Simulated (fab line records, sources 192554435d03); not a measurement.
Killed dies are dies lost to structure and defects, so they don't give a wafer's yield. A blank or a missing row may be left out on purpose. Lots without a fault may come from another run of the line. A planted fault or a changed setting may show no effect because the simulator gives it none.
A struck lot beside a sound one | flow n5_finfet | 19 steps out of a route of 1938
Sound: wafers L371.2, L371.4, L371.6. Struck: wafers L369.3, L369.4, L369.5. The cause comes at the end.
At each step with rows: each side's tool, then ch and its chambers, then its first start. Under that, the readings that differ: sound wafers | struck wafers | difference of the means | sigmas: that difference in standard deviations of wafers without a fault.
alike: readings whose means differ by less than 2 such deviations, and words and numbers that are the same on both sides. not compared: withheld readings, readings that some wafer has no value for, bounds like >300 that may hide the same value, and numbers for which the record gives no deviation and whose values overlap.
The two part at a step that has a row with sigmas, a row that says differs or no value, or rows on one side only. Numbers that don't overlap but have no deviation are shown without sigmas and don't part them. A reading that every wafer of one side lacks parts them only if that side has two wafers or more.

N5_BEOL_M15_DESCUM_33: chemistry O2, time 7.9 s.
  sound on rie_diel-03 ch 0,2,3, day 19 18:53; struck on rie_diel-03 ch 1,2, day 16 12:18
  alike: bias_power_w, drypump_motor_current_A, oes_product_au, rf_vpp_V, showerhead_plenum_p_Torr, throttle_valve_pct
  not compared: rf_hours_counter_h
N5_BEOL_M15_ETCH_61: etches BARC in N2/H2, target depth 89 nm, overetch 26.7 nm, time 67.9 s.
  sound on rie_diel-03 ch 0,2,3, day 19 18:55; struck on rie_diel-03 ch 1,2, day 16 12:20
  alike: drypump_motor_current_A, oes_product_au, rf_vpp_V, showerhead_plenum_p_Torr, throttle_valve_pct
  not compared: rf_hours_counter_h
then, 1 step without rows for these wafers: N5_BEOL_M15_TRENCH_ETCH_34 (etches SiO2 in C4F8/O2/Ar, target depth 872.93 nm, time 199 s).
N5_BEOL_M15_STRIP_36: strips in O2.
  sound on rie_diel-03 ch 0,3, day 19 21:10; struck on rie_diel-02 ch 0,1,2, day 16 17:03
  alike: drypump_motor_current_A, oes_product_au, rf_vpp_V, showerhead_plenum_p_Torr, throttle_valve_pct
  not compared: rf_hours_counter_h
N5_BEOL_M15_STRIP_62: strips in O2.
  sound on rie_diel-03 ch 0,3; struck on rie_diel-02 ch 0,1,2
  alike: drypump_motor_current_A, oes_product_au, rf_vpp_V, showerhead_plenum_p_Torr, throttle_valve_pct
  not compared: rf_hours_counter_h
then, 6 steps without rows for these wafers: N5_BEOL_M15_STRIP_37 (strips in O2); N5_BEOL_M15_ETCH_38 (etches SiCN in CF4/N2, target depth 106.4 nm, time 120.5 s); N5_BEOL_M15_PRECLEAN_39 (cleans in residue remover, time 60 s); N5_BEOL_M15_SRD_40 (time 30 s, dry time 30 s); N5_BEOL_M15_DEGAS_41 (time 60 s); N5_BEOL_M15_PRE_CLEAN_42 (time 30 s).
N5_BEOL_M15_SPUTTER_43: material TaN, target thk 15 nm, time 24.19 s.
  sound on pvd_sputter-03, day 19 21:49; struck on pvd_sputter-02, day 16 17:56
  alike: bias_v, throttle_valve_pct
N5_BEOL_M15_SPUTTER_44: material Ta, target thk 15 nm, time 24.19 s.
  sound on pvd_sputter-03, day 19 21:55; struck on pvd_sputter-02, day 16 18:01
  alike: bias_v, throttle_valve_pct
then, 3 steps without rows for these wafers: N5_BEOL_M15_SPUTTER_45 (material Cu, target thk 100 nm, time 16.67 s); N5_BEOL_M15_ECD_47 (material Cu, target thk 1860 nm); N5_BEOL_M15_ANNEAL_48 (time 90 s).
N5_BEOL_M15_CMP_49: polishes, stops on SiO2, t overpolish 4.9 s, target thk 850 nm.
  sound on cmp-02 ch 2,3, day 19 22:51; struck on cmp-02 ch 0,1,2, day 16 19:28
  reading                      | sound          | struck         | difference | sigmas
  barrier_field_endpoint_s (s) | 10.7 10.9 10.4 | 16.4 17.5 16.8 | +6.2       | +17
  alike: clearing_platen_down_force_psi, motor_current_A, overpolish_run_s, slurry_filter_dp_kPa
N5_BEOL_M15_THK_MEAS_50: measures by xrf.
  sound on film_metro-02, day 19 23:08; struck on film_metro-01, day 16 19:46
  alike: M15_THK
N5_PASSIVATION_PROBE_49:
  sound on prober-01, day 20 14:23; struck on prober-01, day 17 16:37
  reading                | sound | struck   | difference | sigmas
  sort_bin_4_leakage (%) | 0 0 0 | 0 0.34 0 | +0         | +3
  alike: defect_limited_yield, killed_at_M0_to_M3, killed_at_M4_up, killed_at_contacts, killed_at_front_end, killed_at_other, killed_dies, killed_open, killed_short, sort_bin_5_function, sort_bin_6_memory, sort_bin_8_speed, sort_n_pass, sort_yield_pct

WHERE THEY PART
First at N5_BEOL_M15_CMP_49; last, within this record, at N5_PASSIVATION_PROBE_49.

WHY: what the simulator had put in
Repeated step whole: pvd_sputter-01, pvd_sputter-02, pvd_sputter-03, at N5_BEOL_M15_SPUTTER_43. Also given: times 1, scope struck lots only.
